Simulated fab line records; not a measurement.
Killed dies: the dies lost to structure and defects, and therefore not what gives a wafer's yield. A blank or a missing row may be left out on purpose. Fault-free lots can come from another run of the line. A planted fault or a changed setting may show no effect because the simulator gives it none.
Matching of chambers | flow n5-finfet | ald-sin-03 running N5_GATE_CUT_SAC_CAP_01: 4 sister chambers
The step material SiNx, target thk 24 nm, pulse time 1 s, ald cycles 480. 16 wafers are shown with their chamber, then 8 later ones without.

## WAFERS WITH THEIR CHAMBER
wafer  | chamber | heater-power-w (W) | precursor-pulse-height-rel
L079.1 | 2       | 866                | 0.988
L079.4 | 0       | 931                | 1.010
L079.6 | 1       | 765                | 1.010
L081.1 | 0       | 921                | 1.000
L081.3 | 3       | 803                | 0.987
L081.6 | 1       | 770                | 1.022
L086.1 | 0       | 944                | 1.004
L086.2 | 2       | 865                | 0.985
L086.4 | 0       | 936                | 0.984
L090.4 | 3       | 811                | 0.977
L090.5 | 0       | 943                | 1.008
L090.6 | 3       | 808                | 0.999
L092.4 | 0       | 948                | 1.020
L092.5 | 0       | 912                | 1.017
L092.6 | 3       | 828                | 1.014
L094.1 | 0       | 920                | 1.017

SIGNATURES (averages over the wafers above)
reading                    | chamber 0 | chamber 1 | chamber 2 | chamber 3 | scatter within a chamber
heater-power-w             | 931.88    | 767.50    | 865.50    | 812.50    | 11.4
precursor-pulse-height-rel | 1.00750   | 1.01600   | 0.98650   | 0.99425   | 0.0123
Rule: for each reading, subtract the chamber's mean from the wafer's reading, divide by that reading's scatter and square the result; add these up over the readings and take the root, which gives the wafer's distance from the chamber. The wafer belongs to the nearest chamber; if the next one is less than 2 further off, it can't be placed. The scatter is the square root of a quotient: the sum, over the shown wafers, of each reading's squared deviation from its chamber's mean, divided by wafers minus chambers.

## WAFERS WITH NO CHAMBER GIVEN
wafer  | heater-power-w (W) | precursor-pulse-height-rel
L094.2 | 770                | 0.981
L094.3 | 871                | 0.978
L095.1 | 948                | 0.988
L095.3 | 894                | 1.011
L095.5 | 888                | 1.018
L096.1 | 809                | 1.009
L096.5 | 750                | 0.997
L096.6 | 919                | 0.985

## CHAMBER TAKEN BY EACH
wafer  | from the rows above     | in truth
L094.2 | can't be placed: 1 or 3 | 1
L094.3 | 2                       | 2
L095.1 | 0                       | 0
L095.3 | can't be placed: 2 or 0 | 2
L095.5 | can't be placed: 2 or 0 | 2
L096.1 | 3                       | 3
L096.5 | 1                       | 1
L096.6 | 0                       | 0
Correctly placed: 5 of 8. These rows do not allow placing 3 (true chamber among the candidates in 3). 0 placed wrongly.
